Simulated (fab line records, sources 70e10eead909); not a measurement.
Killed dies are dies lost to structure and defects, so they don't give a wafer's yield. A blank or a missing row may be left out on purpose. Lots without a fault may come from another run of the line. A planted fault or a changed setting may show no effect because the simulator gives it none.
A struck lot beside a sound one | flow nand_harc | 15 steps out of a route of 1159
Sound: wafers L601.2, L601.3, L601.5. Struck: wafer L612.1. (L612.3, L612.4 of the same lot were not struck and are left out.) The cause comes at the end.
At each step with rows: each side's tool, then ch and its chambers, then its first start. Under that, the readings that differ: sound wafers | struck wafers | difference of the means | sigmas: that difference in standard deviations of wafers without a fault.
alike: readings whose means differ by less than 2 such deviations, and words and numbers that are the same on both sides. not compared: withheld readings, readings that some wafer has no value for, bounds like >300 that may hide the same value, and numbers for which the record gives no deviation and whose values overlap.
The two part at a step that has a row with sigmas, a row that says differs or no value, or rows on one side only. Numbers that don't overlap but have no deviation are shown without sigmas and don't part them. A reading that every wafer of one side lacks parts them only if that side has two wafers or more.

first, 5 steps without rows for these wafers: NHARC_A_SGD_CUT_SOFTBAKE_04 (time 55 s); NHARC_A_SGD_CUT_EBR_05; NHARC_A_SGD_CUT_EXPOSE_06 (exposes mask SGD); NHARC_A_SGD_CUT_PEB_07 (peb time 65 s); NHARC_A_SGD_CUT_DEVELOP_08 (develop time 35 s).
NHARC_A_SGD_CUT_CD_MEAS_09: target cd 100 nm.
  sound on cd_sem-03 ch 0, day 14 15:32; struck on cd_sem-01 ch 0, day 16 23:01
  alike: cd_nm
NHARC_A_SGD_CUT_OVL_MEAS_10:
  sound on overlay-01, day 14 15:37; struck on overlay-01, day 16 23:07
  reading           | sound          | struck | difference | sigmas
  overlay_y_nm (nm) | -1.0 -1.1 -1.3 | 1.3    | +2.4       | +2
  alike: overlay_x_nm
NHARC_A_SGD_CUT_INSPECT_11:
  sound on defect_inspect-01, day 14 15:40; struck on defect_inspect-01, day 16 23:08
  alike: raw_defect_count
NHARC_A_SGD_CUT_DESCUM_14: chemistry O2, time 3 s.
  sound on rie_diel-05 ch 1,3, day 14 15:44; struck on rie_diel-05 ch 0, day 16 23:13
  alike: drypump_motor_current_A, oes_product_au, rf_vpp_V, showerhead_plenum_p_Torr, throttle_valve_pct
  not compared: rf_hours_counter_h
NHARC_A_SGD_CUT_ETCH_58: etches the open film in CF4, target depth 39 nm, time 65 s.
  sound on rie_diel-05 ch 1,2, day 14 15:49; struck on rie_diel-05 ch 0, day 16 23:17
  reading               | sound             | struck | difference | sigmas
  oes_product_au (a.u.) | 0.991 0.987 0.999 | 1.012  | +0.020     | +2
  alike: bias_w, cf4_flow_sccm, drypump_motor_current_A, rf_vpp_V, showerhead_plenum_p_Torr, throttle_valve_pct
  not compared: rf_hours_counter_h
NHARC_A_SGD_CUT_ETCH_59: etches the open film in N2/H2, target depth 260 nm, time 406.25 s.
  sound on rie_diel-05 ch 0,2,3; struck on rie_diel-05 ch 1
  alike: bias_w, drypump_motor_current_A, oes_product_au, rf_vpp_V, showerhead_plenum_p_Torr, throttle_valve_pct
  not compared: rf_hours_counter_h
NHARC_A_SGD_CUT_ETCH_15: etches the open film in CH3F/O2, target depth 75 nm, time 64.3 s.
  sound on rie_diel-05 ch 1,2; struck on rie_diel-05 ch 0
  alike: bias_w, drypump_motor_current_A, oes_product_au, rf_vpp_V, showerhead_plenum_p_Torr, throttle_valve_pct
  not compared: rf_hours_counter_h
NHARC_A_SGD_CUT_ETCH_16: etches the open film in C4F8/O2/Ar, target depth 310.5 nm, time 155.2 s.
  sound on rie_diel-05 ch 0,2, day 14 16:19; struck on rie_diel-05 ch 0, day 16 23:55
  reading               | sound             | struck | difference | sigmas
  oes_product_au (a.u.) | 0.984 0.969 0.978 | 0.934  | -0.043     | -3
  alike: bias_w, rf_vpp_V
  not compared: rf_hours_counter_h
then, 1 step without rows for these wafers: NHARC_A_SGD_CUT_STRIP_60 (strips in C4F8/O2/Ar).
-- the record jumps here: 5 days lie between the struck wafers' starts before and after (it left off in module A_SGD_CUT and takes up again in module END, whose first step shown is number 1159 of the route) --
NHARC_END_SORT_01:
  the record has rows for the struck wafers here (prober-01 ch 0, day 22 06:04) and none for the sound ones

WHERE THEY PART
First at NHARC_A_SGD_CUT_OVL_MEAS_10; last, within this record, at NHARC_END_SORT_01.

WHY: what the simulator had put in
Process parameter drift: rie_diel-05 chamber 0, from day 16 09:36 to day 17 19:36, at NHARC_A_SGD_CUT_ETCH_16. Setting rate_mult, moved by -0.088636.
